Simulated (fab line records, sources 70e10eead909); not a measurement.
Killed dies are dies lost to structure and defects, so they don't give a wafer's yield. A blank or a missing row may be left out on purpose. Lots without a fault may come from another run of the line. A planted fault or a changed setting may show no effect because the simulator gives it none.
fab line records | flow nand_harc
record lots=24 wafers=72 last_day=24
route steps=1159 shown A_CHANNEL_FILL_D1@509 A_STAIRCASE@560
lots that met no fault: from a run of the same line without faults
start_h: hours from the record's first day to the start of the lot's first wafer shown | wait_h: hours since the lot's step before | " the same as in the row above | L1.1+2: a row that stands for several wafers | - no value, or no start given | * or withheld: withheld | < > ~ a bound
route shown NAME@n: a module of which the file shows steps, and the number in the route of the first | usual: mean/standard deviation of fault-free wafers | same: alike in all rows | chamber/n: place in a boat | sites: the reading at each site | _std_site: their standard deviation | _edge_site: outer sites' mean less inner sites' | radius_mm: how far each site lies from the wafer's centre | mask NAME#n: copy n | behind: the tool/chamber that last shaped the wafer | hold: why the lot was held/for how many hours/how that ended | device: the transistor (n, p or np) that didn't switch | end of line: the same wafers' tests at the end of the route | a step without rows: its recipe alone | killed: dies lost to structure and defects at the first sort, not the wafer's yield | map: a wafer's dies, x killed, . not, _ none there
set.NAME: the setting as run; set.NAME@STEP: as run at that earlier step | model.NAME: the simulator's own value behind a step, which no gauge read
steps of the route over a sample of lots; a table a step, a row a wafer
services: from which hour (start_h, from the record's first day; less than 0 if before it) a tool's chamber was out of use, for how many hours, and why
## steps
# step NHARC_A_CHANNEL_FILL_D1_STRIP_29
# recipe time_s=20 o2_flow_sccm=500 ar_flow_sccm=0 bias_w=0 chemistry=O2
# usual drypump_motor_current_A=5.7/0.57 oes_product_au=1.004/0.0098 rf_vpp_V=58.0/0.79 showerhead_plenum_p_Torr=3.62/0.11 throttle_valve_pct=17.035/0.0096
# columns lot.wafer tool chamber start_h wait_h drypump_motor_current_A oes_product_au rf_hours_counter_h rf_vpp_V showerhead_plenum_p_Torr throttle_valve_pct
L074.4 rie_diel-01 1 - - 5.2 0.989 2 58.7 3.64 17.019
L074.3 " 2 " " 6.0 1.003 4 58.8 3.63 17.051
L074.5 " 2 " " 6.1 1.003 - 59.4 3.63 17.026
L075.2 rie_diel-05 0 - - 5.9 1.009 1 57.2 3.48 17.038
L075.3 " 2 " " 6.3 1.004 1 58.3 3.46 17.024
L075.6 " 1 " " 4.8 1.005 - 58.2 3.64 17.035
L077.4 rie_diel-01 2 - - 6.1 1.011 4 58.1 3.63 17.028
L077.2 " 0 " " 5.6 1.015 3 58.4 3.68 17.027
L077.5 " 1 " " 5.2 0.993 - 58.0 3.64 17.027
L076.3 rie_diel-01 1 - - 5.2 0.999 2 58.3 3.64 17.036
L076.2 " 2 " " 6.1 1.012 4 59.8 3.63 17.042
L076.4 " 0 " " 5.6 1.022 4 57.6 3.68 17.030
L080.1 rie_diel-05 3 250.23 0.1 4.9 1.010 2 57.8 3.78 17.021
L080.3 " 2 " " 6.3 1.008 2 57.7 3.46 17.027
L080.6 " 1 " " 4.8 1.024 - 57.3 3.63 17.033
L078.2 rie_diel-05 3 - - 4.9 1.009 2 58.8 3.78 17.036
L078.1 " 1 " " 4.8 1.020 2 59.5 3.64 17.033
L078.6 " 3 " " 4.9 1.003 - 59.5 3.78 17.034
L079.2 rie_diel-01 1 - - 5.2 0.986 3 57.9 3.64 17.038
L079.1 " 2 " " 6.1 0.992 5 58.4 3.63 17.046
L079.5 " 1 " " 5.2 0.984 - 57.3 3.64 17.054
L081.1 rie_diel-01 2 - - 6.1 1.012 5 59.5 3.63 17.040
L081.2 " 3 " " 6.2 1.008 5 57.7 3.71 17.037
L081.4 " 0 " " 5.6 1.021 5 58.1 3.68 17.033
L082.1 rie_diel-05 2 - - 6.3 1.017 2 57.9 3.46 17.031
L082.4 " 3 " " 4.9 0.992 2 57.6 3.78 17.027
L082.5 " 3 " " 4.9 0.995 - 57.5 3.78 17.044
L083.3 rie_diel-01 1 - - 5.2 0.998 4 57.4 3.64 17.051
L083.2 " 2 " " 6.1 1.008 6 58.8 3.63 17.012
L083.6 " 2 " " 6.1 1.007 - 56.3 3.63 17.027
L084.1 rie_diel-05 1 - - 4.8 1.009 2 57.7 3.64 17.036
L084.2 " 2 " " 6.3 1.013 2 57.7 3.46 17.023
L084.5 " 1 " " 4.8 1.005 - 57.8 3.63 17.040
L085.4 rie_diel-05 2 - - 6.2 1.023 2 58.6 3.46 17.040
L085.2 " 1 " " 4.8 1.020 3 57.2 3.64 17.036
L085.5 " 2 " " 6.3 1.012 - 57.6 3.46 17.043
L086.2 rie_diel-05 2 - - 6.3 1.016 2 58.7 3.46 17.020
L086.6 " 2 " " 6.3 1.026 - 58.2 3.46 17.025
L086.5 " 3 " " 4.9 0.988 - 57.9 3.78 17.036
L087.4 rie_diel-05 0 - - 5.9 0.997 3 58.7 3.48 17.037
L087.1 " 1 " " 4.8 1.008 3 57.0 3.63 17.048
L087.2 " 3 " " 4.9 0.987 3 58.0 3.78 17.037
L088.4 rie_diel-01 3 305.92 0.2 6.3 1.006 - 59.1 3.71 17.041
L088.3 " 0 " " 5.6 1.010 - 58.8 3.68 17.028
L088.5 " 3 " " 6.3 1.005 - 57.8 3.71 17.036
L090.3 rie_diel-01 1 - - 5.2 0.993 5 57.3 3.64 17.039
L090.1 " 3 " " 6.3 1.000 6 57.5 3.71 17.041
L090.5 " 2 " " 6.1 0.998 - 58.7 3.63 17.031
L089.4 rie_diel-05 0 - - 5.9 1.007 3 57.9 3.48 17.059
L089.2 " 1 " " 4.8 1.018 3 58.3 3.63 17.029
L089.6 " 3 " " 4.9 1.009 - 58.0 3.78 17.048
L091.2 rie_diel-05 2 - - 6.3 1.005 3 56.0 3.46 17.047
L091.1 " 0 " " 5.9 0.991 4 57.3 3.48 17.051
L091.5 " 2 " " 6.3 1.024 - 58.0 3.46 17.057
L092.2 rie_diel-05 3 - - 4.9 0.996 4 59.2 3.78 17.052
L092.3 " 1 " " 4.8 1.017 4 58.3 3.63 17.024
L092.6 " 3 " " 4.9 1.010 - 58.3 3.78 17.022
L093.2 rie_diel-01 2 341.15 0.1 6.0 1.010 1 57.5 3.63 17.034
L093.1 " 0 " " 5.6 1.005 1 58.4 3.68 17.033
L093.4 " 0 " " 5.6 1.004 - 58.6 3.68 17.037
L094.1 rie_diel-06 2 - - 6.6 0.997 18 57.6 3.48 17.025
L094.3 " 0 " " 6.0 1.011 20 57.6 3.43 17.041
L094.6 " 1 " " 5.7 1.024 - 57.6 3.48 17.037
L095.2 rie_diel-01 0 - - 5.6 0.999 1 57.7 3.68 17.042
L095.4 " 2 " " 6.1 0.998 1 58.2 3.63 17.020
L095.6 " 3 " " 6.3 0.994 - 58.6 3.71 17.033
L096.4 rie_diel-05 0 - - 5.9 0.989 0 59.3 3.48 17.044
L096.2 " 1 " " 4.8 1.018 0 57.1 3.63 17.033
L096.5 " 2 " " 6.3 1.003 - 57.3 3.46 17.045
L097.3 rie_diel-01 2 - - 6.1 0.982 2 58.3 3.63 17.021
L097.4 " 1 " " 5.2 0.996 1 58.2 3.64 17.035
L097.5 " 2 " " 6.1 0.985 - 58.0 3.63 17.039
# step NHARC_A_STAIRCASE_ETCH_23
# recipe target_depth_a=1000 time_s=40.5 ion_energy_ev=400 c4f8_flow_sccm=20 o2_flow_sccm=10 ar_flow_sccm=withheld rf_w=600 bias_w=1000 chemistry=C4F8/O2
# usual oes_product_au=0.942/0.013 rf_vpp_V=895/4.9
# columns lot.wafer tool chamber start_h wait_h oes_product_au rf_hours_counter_h rf_vpp_V
L074.3 rie_diel-12 2 - - 0.939 9 900
L074.4 " 1 " " 0.930 11 891
L074.5 " 2 " " 0.921 - 901
L075.2 rie_diel-12 3 - - 0.925 13 902
L075.3 " 2 " " 0.935 9 900
L075.6 " 0 " " 0.933 - 896
L077.4 rie_diel-08 2 - - 0.943 44 899
L077.2 " 0 " " 0.929 41 887
L077.5 " 2 " " 0.938 - 898
L076.3 rie_diel-12 0 - - 0.966 18 894
L076.4 " 1 " " 0.945 18 890
L076.2 " 2 " " 0.954 15 901
L080.1 rie_diel-12 2 - - 0.952 18 901
L080.3 " 0 " " 0.951 23 893
L080.6 " 1 " " 0.925 - 891
L078.1 rie_diel-12 0 - - 0.939 24 893
L078.2 " 3 " " 0.939 24 901
L078.6 " 1 " " 0.927 - 889
L079.1 rie_diel-12 2 - - 0.943 20 900
L079.2 " 1 " " 0.920 22 889
L079.5 " 3 " " 0.943 - 902
L081.4 rie_diel-03 1 - - 0.963 21 892
L081.2 " 2 " " 0.975 18 891
L081.1 " 3 " " 0.963 17 892
L083.3 rie_diel-12 3 - - 0.943 35 902
L083.2 " 1 " " 0.932 31 891
L083.6 " 2 " " 0.942 - 900
L082.4 rie_diel-08 0 - - 0.956 58 890
L082.1 " 2 " " 0.944 62 897
L082.5 " 1 " " 0.960 - 892
L084.1 rie_diel-08 1 - - 0.957 61 890
L084.2 " 0 " " 0.930 60 887
L084.5 " 1 " " 0.956 - 892
L085.2 rie_diel-08 3 - - 0.937 64 892
L085.4 " 0 " " 0.930 63 890
L085.5 " 2 " " 0.940 - 898
L086.2 rie_diel-12 1 - - 0.922 37 889
L086.5 " 0 " " 0.933 - 893
L086.6 " 1 " " 0.931 - 890
L087.2 rie_diel-12 3 - - 0.941 42 901
L087.4 " 0 " " 0.945 41 891
L087.1 " 2 " " 0.942 36 900
L088.3 rie_diel-08 0 - - 0.926 3 888
L088.4 " 1 " " 0.954 2 891
L088.5 " 0 " " 0.927 - 889
L089.2 rie_diel-12 1 - - 0.929 46 891
L089.6 " 3 " " 0.936 - 902
L089.4 " 2 " " 0.940 - 899
L090.1 rie_diel-03 3 - - 0.963 35 893
L090.3 " 2 " " 0.951 36 888
L090.5 " 0 " " 0.959 - 888
L091.1 rie_diel-12 3 - - 0.945 57 900
L091.2 " 2 " " 0.957 51 902
L091.5 " 3 " " 0.944 - 900
L092.3 rie_diel-12 1 - - 0.931 54 889
L092.2 " 2 " " 0.945 53 900
L092.6 " 1 " " 0.943 - 890
L094.3 rie_diel-08 3 - - 0.934 15 891
L094.1 " 0 " " 0.935 13 888
L094.6 " 1 " " 0.928 - 890
L093.4 rie_diel-12 3 - - 0.930 60 900
L093.1 " 0 " " 0.943 45 892
L093.2 " 1 " " 0.929 57 889
L095.4 rie_diel-12 2 - - 0.939 58 899
L095.2 " 3 " " 0.941 62 902
L095.6 " 2 " " 0.948 - 900
L096.2 rie_diel-08 0 - - 0.927 18 889
L096.4 " 2 " " 0.938 17 896
L096.5 " 1 " " 0.951 - 891
L097.4 rie_diel-03 3 - - 0.952 52 892
L097.3 " 1 " " 0.943 56 890
L097.5 " 3 " " 0.953 - 893
# step NHARC_A_STAIRCASE_ETCH_25
# recipe target_depth_a=1000 time_s=40.5 ion_energy_ev=400 c4f8_flow_sccm=20 o2_flow_sccm=10 ar_flow_sccm=withheld rf_w=600 bias_w=1000 chemistry=C4F8/O2
# usual oes_product_au=0.941/0.011 rf_vpp_V=894/4.8
# columns lot.wafer tool chamber start_h wait_h oes_product_au rf_hours_counter_h rf_vpp_V
L074.4 rie_diel-12 3 - - 0.929 13 901
L074.3 " 2 " " 0.929 9 901
L074.5 " 3 " " 0.926 - 902
L075.2 rie_diel-12 1 - - 0.926 11 889
L075.3 " 2 " " 0.918 10 902
L075.6 " 2 " " 0.929 - 899
L077.2 rie_diel-08 1 - - 0.945 42 891
L077.4 " 0 " " 0.933 41 890
L077.5 " 1 " " 0.940 - 892
L076.2 rie_diel-12 1 - - 0.922 18 890
L076.4 " 3 " " 0.952 18 901
L076.3 " 0 " " 0.943 18 894
L080.3 rie_diel-12 1 - - 0.939 21 890
L080.1 " 3 " " 0.954 23 901
L080.6 " 0 " " 0.942 - 894
L078.2 rie_diel-12 1 - - 0.946 22 889
L078.1 " 3 " " 0.932 24 902
L078.6 " 1 " " 0.935 - 891
L079.2 rie_diel-12 0 - - 0.943 24 892
L079.1 " 1 " " 0.927 22 890
L079.5 " 0 " " 0.938 - 893
L081.4 rie_diel-03 1 - - 0.962 21 892
L081.2 " 2 " " 0.959 18 890
L081.1 " 0 " " 0.965 19 888
L082.4 rie_diel-08 3 - - 0.943 60 892
L082.1 " 0 " " 0.945 58 889
L082.5 " 2 " " 0.941 - 898
L083.3 rie_diel-12 0 - - 0.939 35 894
L083.2 " 2 " " 0.939 29 901
L083.6 " 0 " " 0.940 - 893
L084.2 rie_diel-08 3 - - 0.937 63 894
L084.1 " 2 " " 0.937 64 898
L084.5 " 3 " " 0.937 - 891
L085.4 rie_diel-08 2 - - 0.933 66 898
L085.2 " 3 " " 0.951 64 894
L085.5 " 2 " " 0.945 - 898
L086.2 rie_diel-12 0 - - 0.933 41 894
L086.6 " 1 " " 0.933 - 888
L086.5 " 2 " " 0.950 - 900
L087.1 rie_diel-12 2 - - 0.931 36 900
L087.2 " 3 " " 0.923 42 901
L087.4 " 1 " " 0.938 37 890
L088.4 rie_diel-08 2 - - 0.947 2 898
L088.3 " 1 " " 0.947 2 890
L088.5 " 3 " " 0.938 - 893
L089.2 rie_diel-12 3 - - 0.936 51 902
L089.4 " 3 " " 0.941 - 902
L089.6 " 1 " " 0.941 - 889
L090.1 rie_diel-03 0 - - 0.945 36 888
L090.3 " 1 " " 0.942 37 890
L090.5 " 3 " " 0.961 - 893
L091.1 rie_diel-12 3 - - 0.944 57 900
L091.2 " 1 " " 0.933 52 889
L091.5 " 3 " " 0.938 - 900
L092.3 rie_diel-12 0 - - 0.940 42 895
L092.2 " 2 " " 0.958 53 900
L092.6 " 0 " " 0.935 - 892
L094.3 rie_diel-08 3 - - 0.920 15 893
L094.1 " 1 " " 0.948 13 891
L094.6 " 3 " " 0.932 - 892
L093.2 rie_diel-12 2 - - 0.936 56 900
L093.1 " 3 " " 0.931 60 902
L093.4 " 0 " " 0.957 45 893
L095.4 rie_diel-12 1 - - 0.935 59 889
L095.2 " 3 " " 0.949 62 902
L095.6 " 1 " " 0.934 - 888
L096.4 rie_diel-08 0 - - 0.933 18 889
L096.2 " 1 " " 0.936 16 891
L096.5 " 0 " " 0.929 - 887
L097.4 rie_diel-03 1 - - 0.939 56 890
L097.3 " 2 " " 0.951 53 888
L097.5 " 1 " " 0.929 - 890
# step NHARC_A_STAIRCASE_ETCH_190
# recipe target_depth_a=1000 time_s=40.5 ion_energy_ev=400 c4f8_flow_sccm=20 o2_flow_sccm=10 ar_flow_sccm=withheld rf_w=600 bias_w=1000 chemistry=C4F8/O2
# usual oes_product_au=0.942/0.01 rf_vpp_V=893/4.6
# columns lot.wafer tool chamber start_h wait_h oes_product_au rf_hours_counter_h rf_vpp_V
L075.3 rie_diel-12 0 - - 0.943 14 894
L075.2 " 3 " " 0.934 14 902
L075.6 " 0 " " 0.946 - 894
L074.3 rie_diel-03 3 - - 0.919 5 894
L074.4 " 1 " " 0.931 8 890
L074.5 " 2 " " 0.939 - 889
L077.4 rie_diel-08 2 - - 0.941 45 899
L077.2 " 3 " " 0.941 44 891
L077.5 " 1 " " 0.938 - 892
L076.4 rie_diel-08 3 - - 0.939 48 894
L076.2 " 0 " " 0.937 46 888
L076.3 " 2 " " 0.938 48 898
L080.1 rie_diel-03 2 - - 0.937 16 888
L080.3 " 3 " " 0.953 14 895
L080.6 " 1 " " 0.939 - 891
L078.1 rie_diel-08 1 - - 0.956 53 892
L078.2 " 2 " " 0.954 54 899
L078.6 " 2 " " 0.966 - 899
L079.2 rie_diel-12 0 - - 0.943 25 894
L079.1 " 2 " " 0.939 21 900
L079.5 " 3 " " 0.952 - 901
L081.4 rie_diel-12 1 - - 0.942 28 889
L081.2 " 3 " " 0.926 30 902
L081.1 " 0 " " 0.951 30 892
L082.1 rie_diel-12 1 - - 0.923 31 889
L082.4 " 0 " " 0.944 35 895
L082.5 " 2 " " 0.946 - 901
L083.2 rie_diel-08 3 - - 0.932 61 892
L083.3 " 1 " " 0.958 60 892
L083.6 " 3 " " 0.944 - 893
L084.1 rie_diel-12 0 - - 0.936 39 894
L084.2 " 1 " " 0.922 35 890
L084.5 " 3 " " 0.929 - 900
L085.2 rie_diel-12 2 - - 0.943 35 900
L085.4 " 1 " " 0.932 36 889
L085.5 " 3 " " 0.945 - 899
L086.2 rie_diel-03 2 - - 0.947 29 890
L086.6 " 3 " " 0.951 - 893
L086.5 " 0 " " 0.954 - 887
L087.1 rie_diel-12 2 - - 0.946 38 899
L087.2 " 1 " " 0.930 39 891
L087.4 " 2 " " 0.952 - 900
L088.3 rie_diel-12 1 - - 0.929 43 890
L088.4 " 1 " " 0.935 - 891
L088.5 " 3 " " 0.931 - 900
L089.2 rie_diel-08 1 - - 0.952 7 892
L089.4 " 3 " " 0.951 8 893
L089.6 " 1 " " 0.941 - 891
L090.1 rie_diel-08 3 - - 0.940 9 891
L090.3 " 0 " " 0.923 8 887
L090.5 " 0 " " 0.928 - 889
L091.2 rie_diel-03 1 - - 0.942 41 889
L091.1 " 3 " " 0.961 40 891
L091.5 " 1 " " 0.948 - 891
L092.2 rie_diel-12 0 - - 0.947 43 891
L092.3 " 1 " " 0.933 55 889
L092.6 " 2 " " 0.943 - 901
L094.3 rie_diel-12 3 - - 0.931 61 901
L094.1 " 1 " " 0.941 57 889
L094.6 " 3 " " 0.937 - 901
L093.1 rie_diel-03 2 - - 0.949 46 889
L093.2 " 3 " " 0.940 45 892
L093.4 " 0 " " 0.946 47 888
L095.4 rie_diel-03 2 - - 0.960 48 889
L095.2 " 1 " " 0.971 50 891
L095.6 " 3 " " 0.944 - 892
L096.4 rie_diel-12 1 - - 0.943 66 890
L096.2 " 2 " " 0.940 64 899
L096.5 " 1 " " 0.950 - 889
L097.4 rie_diel-08 3 - - 0.937 27 892
L097.3 " 0 " " 0.932 26 889
L097.5 " 3 " " 0.942 - 891
# step NHARC_A_STAIRCASE_TRIM_198
# recipe time_s=211.2 o2_flow_sccm=500 ar_flow_sccm=0 bias_w=0 chemistry=O2
# usual drypump_motor_current_A=6.0/0.4 oes_product_au=1.000/0.0095 rf_vpp_V=57.7/0.81 showerhead_plenum_p_Torr=3.46/0.13 throttle_valve_pct=17.037/0.0091
# columns lot.wafer tool chamber start_h wait_h drypump_motor_current_A oes_product_au rf_hours_counter_h rf_vpp_V showerhead_plenum_p_Torr throttle_valve_pct
L075.3 rie_diel-12 0 - - 5.7 0.999 15 58.5 3.47 17.045
L075.2 " 3 " " 6.5 1.010 15 57.4 3.68 17.019
L075.6 " 0 " " 5.7 1.009 - 57.3 3.47 17.048
L074.4 rie_diel-03 3 - - 5.3 1.005 7 56.7 3.46 17.026
L074.3 " 0 " " 6.5 0.990 8 56.2 3.32 17.047
L074.5 " 2 " " 5.6 0.991 - 57.4 3.36 17.042
L077.2 rie_diel-08 2 - - 6.5 0.984 46 57.7 3.59 17.037
L077.4 " 1 " " 5.9 1.021 43 57.3 3.43 17.038
L077.5 " 3 " " 5.6 1.000 - 57.9 3.44 17.044
L076.2 rie_diel-12 0 - - 5.7 0.994 20 57.2 3.46 17.046
L076.3 " 1 " " 5.9 0.998 18 57.2 3.37 17.038
L076.4 " 3 " " 6.5 0.998 20 56.8 3.68 17.033
L080.1 rie_diel-12 0 - - 5.7 0.998 25 57.4 3.46 17.027
L080.3 " 1 " " 5.9 0.977 23 57.8 3.36 17.039
L080.6 " 0 " " 5.7 0.991 - 55.8 3.46 17.042
L078.1 rie_diel-12 0 - - 5.7 0.996 25 58.3 3.46 17.053
L078.2 " 1 " " 5.9 0.985 24 58.4 3.36 17.035
L078.6 " 3 " " 6.5 0.992 - 57.3 3.68 17.041
L079.1 rie_diel-08 2 - - 6.4 0.992 55 59.0 3.59 17.032
L079.2 " 1 " " 5.9 1.013 54 57.6 3.42 17.022
L079.5 " 2 " " 6.5 0.998 - 58.4 3.59 17.034
L081.2 rie_diel-12 3 - - 6.5 0.998 30 58.5 3.67 17.037
L081.4 " 1 " " 5.9 0.979 28 57.5 3.36 17.033
L081.1 " 2 " " 6.3 0.988 26 58.1 3.66 17.045
L082.1 rie_diel-12 1 - - 5.9 0.986 32 59.3 3.36 17.023
L082.4 " 2 " " 6.3 1.011 29 58.0 3.65 17.035
L082.5 " 0 " " 5.7 0.994 - 57.9 3.45 17.046
L083.3 rie_diel-08 1 - - 5.9 1.003 60 57.6 3.42 17.030
L083.2 " 3 " " 5.5 0.999 61 58.0 3.43 17.037
L083.6 " 1 " " 5.9 0.997 - 59.1 3.42 17.035
L084.1 rie_diel-03 2 - - 5.6 1.014 27 58.6 3.35 17.029
L084.2 " 0 " " 6.5 1.006 26 56.4 3.31 17.045
L084.5 " 1 " " 6.0 1.006 - 57.7 3.39 17.048
L085.4 rie_diel-12 3 - - 6.5 1.000 41 57.9 3.67 17.027
L085.2 " 0 " " 5.7 0.999 40 57.6 3.45 17.041
L085.5 " 3 " " 6.5 1.000 - 58.7 3.67 17.033
L086.2 rie_diel-03 2 - - 5.6 1.018 30 55.9 3.35 17.032
L086.6 " 2 " " 5.5 1.006 - 58.4 3.35 17.026
L086.5 " 3 " " 5.3 1.008 - 57.3 3.45 17.033
L087.4 rie_diel-03 2 - - 5.5 1.019 30 57.7 3.35 17.053
L087.2 " 3 " " 5.3 1.008 28 57.6 3.45 17.047
L087.1 " 1 " " 6.0 1.004 32 57.0 3.39 17.044
L088.3 rie_diel-12 3 - - 6.5 0.999 48 58.0 3.66 17.043
L088.4 " 2 " " 6.3 1.004 - 58.1 3.65 17.028
L088.5 " 1 " " 5.9 0.993 - 57.7 3.35 17.047
L089.4 rie_diel-03 3 - - 5.3 1.015 36 56.6 3.45 17.035
L089.2 " 0 " " 6.5 1.014 37 57.2 3.31 17.033
L089.6 " 3 " " 5.3 1.024 - 58.5 3.45 17.038
L090.3 rie_diel-08 1 - - 5.9 0.997 8 58.9 3.41 17.046
L090.1 " 2 " " 6.5 0.994 9 56.6 3.58 17.019
L090.5 " 3 " " 5.6 0.996 - 57.0 3.42 17.044
L091.2 rie_diel-12 2 - - 6.3 1.004 52 58.6 3.64 17.040
L091.1 " 3 " " 6.5 0.988 58 58.1 3.66 17.044
L091.5 " 3 " " 6.5 0.994 - 58.1 3.66 17.012
L092.3 rie_diel-12 2 - - 6.3 0.993 54 57.4 3.64 17.039
L092.2 " 0 " " 5.7 0.998 43 57.6 3.45 17.033
L092.6 " 2 " " 6.3 0.999 - 58.5 3.64 17.029
L094.1 rie_diel-12 1 - - 5.9 1.000 58 59.0 3.35 17.045
L094.3 " 0 " " 5.6 1.011 46 57.3 3.45 17.037
L094.6 " 1 " " 5.9 1.002 - 57.1 3.35 17.049
L093.1 rie_diel-03 0 - - 6.5 1.010 47 56.9 3.30 17.033
L093.4 " 1 " " 6.0 1.004 48 57.9 3.38 17.024
L093.2 " 3 " " 5.2 1.007 45 57.6 3.44 17.033
L095.2 rie_diel-03 3 - - 5.3 1.013 47 56.8 3.44 17.065
L095.4 " 2 " " 5.6 1.014 48 57.0 3.34 17.037
L095.6 " 3 " " 5.3 1.007 - 57.5 3.44 17.022
L096.2 rie_diel-12 3 - - 6.5 1.006 69 57.9 3.65 17.039
L096.4 " 0 " " 5.8 1.012 54 56.4 3.44 17.061
L096.5 " 3 " " 6.5 1.003 - 59.0 3.65 17.026
L097.3 rie_diel-03 2 - - 5.5 1.005 55 56.4 3.33 17.043
L097.5 " 2 " " 5.6 1.022 - 58.1 3.33 17.028
L097.4 " 0 " " 6.5 1.016 - 57.3 3.30 17.041
# step NHARC_A_STAIRCASE_DESCUM_219
# recipe time_s=3 o2_flow_sccm=200 ar_flow_sccm=0 bias_power_w=0 chemistry=O2
# usual drypump_motor_current_A=6.0/0.38 oes_product_au=0.998/0.0089 rf_vpp_V=57.7/0.95 showerhead_plenum_p_Torr=1.89/0.079 throttle_valve_pct=11.311/0.009
# same bias_power_w=0
# columns lot.wafer tool chamber start_h wait_h drypump_motor_current_A oes_product_au rf_hours_counter_h rf_vpp_V showerhead_plenum_p_Torr throttle_valve_pct
L075.3 rie_diel-12 2 244.62 - 6.3 0.982 12 57.8 1.99 11.308
L075.2 " 0 " " 5.7 0.994 16 57.8 1.88 11.324
L075.6 " 2 " " 6.3 0.992 - 58.8 1.99 11.311
L074.3 rie_diel-12 3 245.69 - 6.5 0.999 16 57.8 2.00 11.295
L074.4 " 1 " " 5.9 0.983 15 56.1 1.82 11.310
L074.5 " 0 " " 5.7 0.988 - 56.4 1.88 11.309
L077.4 rie_diel-03 0 249.59 - 6.5 0.982 10 57.4 1.79 11.302
L077.2 " 2 " " 5.5 0.993 10 56.9 1.81 11.321
L077.5 " 0 " " 6.5 1.000 - 56.1 1.79 11.314
L076.2 rie_diel-12 2 259.40 - 6.3 0.998 17 58.8 1.99 11.297
L076.3 " 3 " " 6.5 0.997 20 57.7 2.00 11.308
L076.4 " 0 " " 5.6 0.996 20 57.9 1.88 11.300
L080.3 rie_diel-03 0 269.26 - 6.5 1.003 17 56.8 1.79 11.306
L080.1 " 3 " " 5.3 1.007 15 58.5 1.87 11.312
L080.6 " 1 " " 6.0 0.998 - 56.4 1.84 11.314
L078.2 rie_diel-12 3 272.11 - 6.5 1.000 26 58.8 2.00 11.311
L078.1 " 1 " " 5.9 0.981 24 58.3 1.82 11.309
L078.6 " 3 " " 6.5 1.006 - 56.9 2.00 11.312
L079.2 rie_diel-12 1 272.32 - 5.9 0.994 24 57.4 1.82 11.311
L079.1 " 3 " " 6.5 0.983 26 57.8 2.00 11.308
L079.5 " 2 " " 6.3 0.995 - 59.0 1.99 11.276
L081.2 rie_diel-12 2 288.37 - 6.3 0.995 27 58.8 1.99 11.320
L081.1 " 3 " " 6.5 0.994 32 57.7 2.00 11.332
L081.4 " 1 " " 5.9 0.985 29 58.6 1.82 11.306
L082.1 rie_diel-12 2 298.26 - 6.3 1.005 32 57.6 1.98 11.314
L082.4 " 0 " " 5.7 0.998 37 56.6 1.87 11.297
L082.5 " 3 " " 6.5 1.000 - 57.0 2.00 11.326
L083.3 rie_diel-12 3 298.31 - 6.5 0.993 38 58.0 2.00 11.320
L083.2 " 2 " " 6.3 0.988 32 58.9 1.99 11.322
L083.6 " 0 " " 5.7 0.996 - 58.2 1.87 11.331
L084.2 rie_diel-12 3 305.64 - 6.4 1.002 42 58.0 1.99 11.313
L084.1 " 0 " " 5.6 1.000 41 58.1 1.87 11.324
L084.5 " 2 " " 6.3 0.995 - 60.6 1.98 11.310
L085.4 rie_diel-03 0 306.49 - 6.5 1.009 28 56.9 1.79 11.316
L085.2 " 2 " " 5.6 1.012 29 56.9 1.81 11.322
L085.5 " 0 " " 6.5 1.007 - 59.3 1.79 11.314
L086.2 rie_diel-08 1 312.02 - 5.9 1.014 0 57.5 1.85 11.317
L086.5 " 2 " " 6.5 0.994 - 56.9 1.94 11.316
L086.6 " 3 " " 5.6 1.003 - 57.3 1.86 11.303
L087.1 rie_diel-12 2 312.17 - 6.3 0.997 39 59.5 1.98 11.306
L087.2 " 3 " " 6.5 0.992 45 59.2 1.99 11.309
L087.4 " 2 " " 6.3 0.990 - 59.2 1.98 11.334
L088.3 rie_diel-12 1 323.34 - 5.9 1.000 44 56.5 1.81 11.315
L088.5 " 1 " " 5.9 1.004 - 58.1 1.81 11.329
L088.4 " 3 " " 6.5 0.990 - 56.0 1.99 11.303
L089.4 rie_diel-08 3 331.78 - 5.6 1.003 10 58.5 1.85 11.309
L089.2 " 1 " " 5.9 1.001 8 58.1 1.84 11.307
L089.6 " 2 " " 6.5 1.006 - 58.2 1.94 11.313
L090.1 rie_diel-12 3 333.29 - 6.5 0.990 56 58.2 1.99 11.315
L090.3 " 1 " " 5.9 1.004 50 56.9 1.81 11.312
L090.5 " 3 " " 6.5 0.988 - 57.8 1.99 11.304
L091.1 rie_diel-03 2 343.53 - 5.5 1.018 41 58.2 1.80 11.302
L091.2 " 3 " " 5.3 1.012 41 60.5 1.87 11.312
L091.5 " 1 " " 6.0 0.995 - 56.6 1.83 11.304
L092.3 rie_diel-12 0 350.14 - 5.7 0.999 44 57.5 1.87 11.327
L092.2 " 2 " " 6.3 1.000 55 56.9 1.98 11.303
L092.6 " 1 " " 5.9 0.987 - 56.3 1.81 11.316
L094.1 rie_diel-03 2 358.23 - 5.5 1.021 47 56.8 1.80 11.311
L094.3 " 3 " " 5.2 1.010 45 57.4 1.86 11.318
L094.6 " 0 " " 6.5 1.011 - 56.5 1.78 11.310
L093.1 rie_diel-12 3 359.77 - 6.5 0.994 62 58.1 1.99 11.306
L093.4 " 0 " " 5.6 1.011 47 56.3 1.87 11.295
L093.2 " 2 " " 6.3 1.010 58 58.9 1.98 11.322
L095.4 rie_diel-12 1 366.57 - 5.9 0.983 65 56.5 1.80 11.311
L095.2 " 0 " " 5.7 1.011 53 58.2 1.86 11.308
L095.6 " 2 " " 6.3 0.994 - 58.2 1.97 11.314
L096.4 rie_diel-03 2 372.34 - 5.5 1.009 51 56.9 1.80 11.309
L096.2 " 0 " " 6.5 1.008 52 58.3 1.78 11.313
L096.5 " 2 " " 5.5 1.006 - 57.9 1.80 11.298
L097.4 rie_diel-08 3 388.22 - 5.6 0.984 30 57.3 1.85 11.308
L097.3 " 0 " " 6.2 0.993 27 56.6 1.79 11.301
L097.5 " 1 " " 5.9 1.011 - 56.2 1.84 11.306
## services
# columns tool chamber start_h hours kind
rie_diel-01 1 204.52 11.1 repair
rie_diel-12 0 211.45 - clean
rie_diel-12 1 211.45 - clean
rie_diel-12 2 211.45 - clean
rie_diel-12 3 211.45 - clean
rie_diel-06 - 213.30 0.8 repair
rie_diel-03 - 215.49 9.0 pm
rie_diel-12 2 227.10 3.9 repair
rie_diel-06 2 235.22 12.8 repair
rie_diel-06 - 241.25 9.0 pm
rie_diel-05 0 245.91 4.6 repair
rie_diel-01 2 301.05 5.0 repair
rie_diel-08 - 301.95 9.0 pm
rie_diel-01 1 303.48 5.4 repair
rie_diel-12 0 306.04 36.1 repair
rie_diel-05 - 310.80 0.6 repair
rie_diel-01 - 314.80 9.0 pm
rie_diel-06 3 322.83 3.5 repair
rie_diel-06 2 330.44 4.1 repair
rie_diel-01 1 336.41 6.9 repair
rie_diel-05 - 340.61 9.0 pm
rie_diel-06 2 363.74 8.6 repair
rie_diel-06 2 372.95 7.0 repair
rie_diel-12 - 379.45 9.0 pm
## key
fault none
